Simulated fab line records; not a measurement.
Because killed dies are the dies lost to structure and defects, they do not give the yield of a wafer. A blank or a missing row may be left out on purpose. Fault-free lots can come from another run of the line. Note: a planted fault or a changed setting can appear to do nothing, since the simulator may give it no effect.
A lot that was struck, set against a sound lot | flow n5-finfet | 24 out of 1938 route steps
Sound: these wafers, L736.2, L736.3, L736.4. Wafers L728.1, L728.3, L728.5 were the ones struck. The cause is named last.
Order at every step that has rows: each side's tool, ch and its chambers, its first start. Under that, the readings that differ: sound wafers | struck wafers | difference of the means | sigmas: that difference in standard deviations of wafers without a fault.
alike: same words and numbers on both sides, and readings whose means sit less than 2 such deviations apart. not compared: any withheld reading, any reading some wafer has no value for, any bound like >300 that may hide the same value, and any number with overlapping values for which the record gives no deviation.
A row with sigmas, a row that says differs or no value, or rows on one side alone: a step with any of these is where the two part. Non-overlapping numbers with no deviation appear without sigmas and do not part them. A reading that every wafer of one side lacks parts them only if that side has two wafers or more.

first, 8 steps without rows for these wafers: N5_BEOL_M7_ANNEAL_51 (time 90 s); N5_BEOL_M7_CMP_52 (polishes, stops on SiCOH lowk, t overpolish 6.9 s, target thk 80 nm); N5_BEOL_M7_PRE_CLEAN_55 (time 15 s); N5_BEOL_M7_DEP_56 (deposits SiCN from 3MS/NH3, target thk 10 nm, time 17.5 s); N5_BEOL_M8_ILD_DEP_00 (deposits SiCOH lowk from DEMS/porogen, target thk 179.75 nm, time 33.4 s); N5_BEOL_M8_CURE_74 (cures SiCOH lowk, time 240 s); N5_BEOL_M8_PECVD_70 (deposits SiO2 from TEOS/O2, target thk 20 nm, time 22.7 s); N5_BEOL_M8_HM_DEP_02 (deposits TiN, target thk 20 nm).
N5_BEOL_M8_COAT_59: time 60 s, resist thk 100 nm.
  sound on litho-track-03 ch 0, day 15 04:16; struck on litho-track-04 ch 0, day 12 23:59
  reading                                  | sound                | struck               | difference | sigmas
  spin-speed-rpm (rpm)                     | 1500.3 1500.1 1500.3 | 1533.9 1536.1 1534.8 | +34.7      | +36
  model.SOC_of_BEOL_M8_COAT_59.thk-nm (nm) | 100.2 100 100        | 98.4 98.4 98.6       | -1.6       |
then, 9 steps without rows for these wafers: N5_BEOL_M8_COAT_60 (time 60 s, resist thk 35 nm); N5_BEOL_M8_COAT_05 (resist thk 90 nm); N5_BEOL_M8_EBR_07; N5_BEOL_M8_SOFTBAKE_06 (time 60 s); N5_BEOL_M8_EXPOSE_08 (exposes mask M8); N5_BEOL_M8_PEB_09 (peb time 60 s); N5_BEOL_M8_DEVELOP_10 (develop time 30 s); N5_BEOL_M8_DESCUM_16 (chemistry O2, time 7.9 s); N5_BEOL_M8_ETCH_61 (etches SiARC in CF4, target depth 45.5 nm, time 75.8 s).
N5_BEOL_M8_ETCH_62: etches SOC in N2/H2, target depth 110 nm, overetch 22 nm, time 165 s.
  sound on rie-diel-05 ch 0,2,3, day 15 05:17; struck on rie-diel-05 ch 1,2, day 13 00:34
  reading                  | sound             | struck            | difference | sigmas
  model.etch.depth-nm (nm) | 100.1 100.1 99.99 | 98.42 98.32 98.56 | -1.63      |
  alike: bias-w, drypump-motor-current-A, oes-product-au, rf-fwd-power-W, rf-vpp-V, showerhead-plenum-p-Torr, throttle-valve-pct
  not compared: rf-hours-counter-h
then, 2 steps without rows for these wafers: N5_BEOL_M8_STRIP_68 (strips in N2/H2); N5_BEOL_M8_STRIP_67 (strips in CF4).
N5_BEOL_M8_HM_OPEN_17: chemistry Cl2/BCl3, target TiN, target depth 20 nm, overetch 6 nm.
  sound on rie-metal-02 ch 0,1, day 15 05:29; struck on rie-metal-03 ch 0,1, day 13 00:45
  reading                                  | sound          | struck         | difference | sigmas
  model.SOC_of_BEOL_M8_COAT_59.thk-nm (nm) | 91.6 92.2 91.4 | 90.4 90.2 90.4 | -1.4       |
  alike: bias-w, drypump-motor-current-A, oes-product-au, rf-fwd-power-W, throttle-valve-pct
  not compared: rf-hours-counter-h
then, 2 steps without rows for these wafers: N5_BEOL_M8_STRIP_19 (strips in O2); N5_PASSIVATION_PROBE_49.

## WHERE THEY PART
Only at N5_BEOL_M8_COAT_59, within this record. Later steps at which nothing parts them and some readings are alike: N5_BEOL_M8_ETCH_62, N5_BEOL_M8_HM_OPEN_17.

WHY: what the simulator had put in
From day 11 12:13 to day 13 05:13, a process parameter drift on litho-track-04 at N5_BEOL_M8_COAT_59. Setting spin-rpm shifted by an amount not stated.
